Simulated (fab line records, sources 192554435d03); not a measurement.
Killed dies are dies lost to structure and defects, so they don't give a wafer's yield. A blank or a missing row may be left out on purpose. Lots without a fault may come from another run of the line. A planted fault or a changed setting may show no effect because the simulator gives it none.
Chamber matching | flow n5_finfet | N5_DUMMY_GATE_STRIP_41 on rie_diel-05: 4 sister chambers
The step strips in O2. 20 wafers are shown with their chamber, then 10 later ones without.

WAFERS WITH THEIR CHAMBER
wafer  | chamber | throttle_valve_pct (%) | showerhead_plenum_p_Torr (Torr) | oes_product_au (a.u.)
L075.2 | 1       | 16.75                  | 2.24                            | 0.92
L075.4 | 0       | 16.60                  | 2.25                            | 0.90
L075.6 | 1       | 16.75                  | 2.24                            | 0.90
L079.2 | 0       | 16.60                  | 2.25                            | 0.87
L079.3 | 1       | 16.78                  | 2.24                            | 0.89
L079.5 | 0       | 16.63                  | 2.25                            | 0.89
L080.1 | 0       | 16.62                  | 2.25                            | 0.88
L080.3 | 2       | 17.13                  | 1.98                            | 0.68
L080.5 | 1       | 16.78                  | 2.24                            | 0.89
L083.2 | 0       | 16.63                  | 2.25                            | 0.88
L083.4 | 1       | 16.80                  | 2.24                            | 0.88
L083.6 | 2       | 17.15                  | 1.98                            | 0.68
L089.1 | 3       | 16.38                  | 2.07                            | 0.92
L089.4 | 2       | 16.69                  | 2.24                            | 1.01
L089.6 | 3       | 16.40                  | 2.07                            | 0.92
L091.2 | 3       | 16.40                  | 2.07                            | 0.91
L091.5 | 2       | 16.70                  | 2.24                            | 0.99
L091.6 | 1       | 16.81                  | 2.23                            | 0.86
L092.3 | 0       | 16.65                  | 2.24                            | 0.85
L092.5 | 1       | 16.82                  | 2.23                            | 0.86

SIGNATURES (means of the wafers above)
reading                  | chamber 0 | chamber 1 | chamber 2 | chamber 3 | scatter within a chamber
throttle_valve_pct       | 16.6217   | 16.7843   | 16.9175   | 16.3933   | 0.113
showerhead_plenum_p_Torr | 2.2483    | 2.2371    | 2.1100    | 2.0700    | 0.0651
oes_product_au           | 0.8783    | 0.8857    | 0.8400    | 0.9167    | 0.0817
Rule: a wafer's distance from a chamber is the root of the sum, over the readings, of the square of ((its reading less the chamber's mean) divided by the reading's scatter). The wafer belongs to the nearest chamber; if the next one is less than 2 further off, it can't be placed. The scatter: the root of (the sum of the squares of (reading less its chamber's mean) over the shown wafers, divided by (wafers less chambers)).

WAFERS WITHOUT THEIR CHAMBER
wafer  | throttle_valve_pct (%) | showerhead_plenum_p_Torr (Torr) | oes_product_au (a.u.)
L092.6 | 16.66                  | 2.24                            | 0.85
L093.2 | 16.66                  | 2.24                            | 0.85
L093.3 | 16.71                  | 2.24                            | 0.97
L093.4 | 16.81                  | 2.23                            | 0.85
L094.3 | 16.71                  | 2.24                            | 0.95
L094.5 | 16.83                  | 2.23                            | 0.85
L094.6 | 16.66                  | 2.24                            | 0.85
L096.1 | 16.68                  | 2.24                            | 0.84
L096.2 | 16.83                  | 2.23                            | 0.83
L096.5 | 16.83                  | 2.23                            | 0.83

WHICH CHAMBER EACH WENT THROUGH
wafer  | from the rows above          | in truth
L092.6 | can't be placed: 0 or 1      | 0
L093.2 | can't be placed: 0 or 1      | 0
L093.3 | can't be placed: 1 or 0 or 2 | 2
L093.4 | can't be placed: 1 or 0 or 2 | 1
L094.3 | can't be placed: 1 or 0      | 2
L094.5 | can't be placed: 1 or 0 or 2 | 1
L094.6 | can't be placed: 0 or 1      | 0
L096.1 | can't be placed: 0 or 1      | 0
L096.2 | can't be placed: 1 or 0 or 2 | 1
L096.5 | can't be placed: 1 or 0 or 2 | 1
Placed correctly: 0 of 10. Can't be placed from these rows: 10 (the true chamber is among the candidates in 9). Placed wrongly: 0.
